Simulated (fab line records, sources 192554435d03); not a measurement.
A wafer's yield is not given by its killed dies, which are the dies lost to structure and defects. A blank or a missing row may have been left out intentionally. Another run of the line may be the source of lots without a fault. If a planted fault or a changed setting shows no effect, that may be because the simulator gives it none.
Matching of chambers / flow n5_finfet / N5_BEOL_M5_DEP_56 on pecvd-01: 3 sister chambers
The step deposits SiCN from 3MS/NH3, target thk 8 nm, time 14 s. 6 wafers are shown with their chamber, then 11 later ones without.

## WAFERS, EACH WITH ITS CHAMBER
wafer=L077.6; chamber=1; throttle_valve_pct (%)=8.9; showerhead_plenum_p_Torr (Torr)=3.664
wafer=L084.5; chamber=2; throttle_valve_pct (%)=9.7; showerhead_plenum_p_Torr (Torr)=3.666
wafer=L092.1; chamber=1; throttle_valve_pct (%)=9.1; showerhead_plenum_p_Torr (Torr)=3.661
wafer=L092.2; chamber=2; throttle_valve_pct (%)=9.4; showerhead_plenum_p_Torr (Torr)=3.665
wafer=L092.3; chamber=0; throttle_valve_pct (%)=8.9; showerhead_plenum_p_Torr (Torr)=3.645
wafer=L092.4; chamber=0; throttle_valve_pct (%)=8.9; showerhead_plenum_p_Torr (Torr)=3.641

## WAFERS WITHOUT THEIR CHAMBER
wafer=L092.5; throttle_valve_pct (%)=9.6; showerhead_plenum_p_Torr (Torr)=3.666
wafer=L092.6; throttle_valve_pct (%)=9.0; showerhead_plenum_p_Torr (Torr)=3.666
wafer=L095.1; throttle_valve_pct (%)=8.6; showerhead_plenum_p_Torr (Torr)=3.649
wafer=L095.2; throttle_valve_pct (%)=9.0; showerhead_plenum_p_Torr (Torr)=3.658
wafer=L095.3; throttle_valve_pct (%)=9.4; showerhead_plenum_p_Torr (Torr)=3.666
wafer=L095.4; throttle_valve_pct (%)=8.8; showerhead_plenum_p_Torr (Torr)=3.649
wafer=L095.5; throttle_valve_pct (%)=9.5; showerhead_plenum_p_Torr (Torr)=3.668
wafer=L095.6; throttle_valve_pct (%)=8.7; showerhead_plenum_p_Torr (Torr)=3.647
wafer=L094.2; throttle_valve_pct (%)=8.8; showerhead_plenum_p_Torr (Torr)=3.645
wafer=L094.4; throttle_valve_pct (%)=9.7; showerhead_plenum_p_Torr (Torr)=3.672
wafer=L094.5; throttle_valve_pct (%)=9.0; showerhead_plenum_p_Torr (Torr)=3.655

## WHICH CHAMBER EACH WENT THROUGH
wafer=L092.5; from the rows above=2; in truth=2
wafer=L092.6; from the rows above=1; in truth=1
wafer=L095.1; from the rows above=0; in truth=0
wafer=L095.2; from the rows above=1; in truth=1
wafer=L095.3; from the rows above=2; in truth=2
wafer=L095.4; from the rows above=0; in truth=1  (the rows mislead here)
wafer=L095.5; from the rows above=2; in truth=2
wafer=L095.6; from the rows above=0; in truth=0
wafer=L094.2; from the rows above=0; in truth=0
wafer=L094.4; from the rows above=2; in truth=2
wafer=L094.5; from the rows above=1; in truth=1
10 of 11 placed correctly. Can't be placed from these rows: 0. Wrongly placed: 1.
How it was worked out, from the rows above alone: a wafer's distance from a chamber is the root of the sum, over the readings, of the square of ((its reading less the chamber's mean) divided by the reading's scatter). If the next closest chamber is less than 2 further off than the closest, the wafer can't be placed; otherwise it belongs to the closest. A chamber's mean is the mean of its shown wafers. The scatter is the square root of a quotient: the sum, over the shown wafers, of each reading's squared deviation from its chamber's mean, divided by wafers minus chambers.
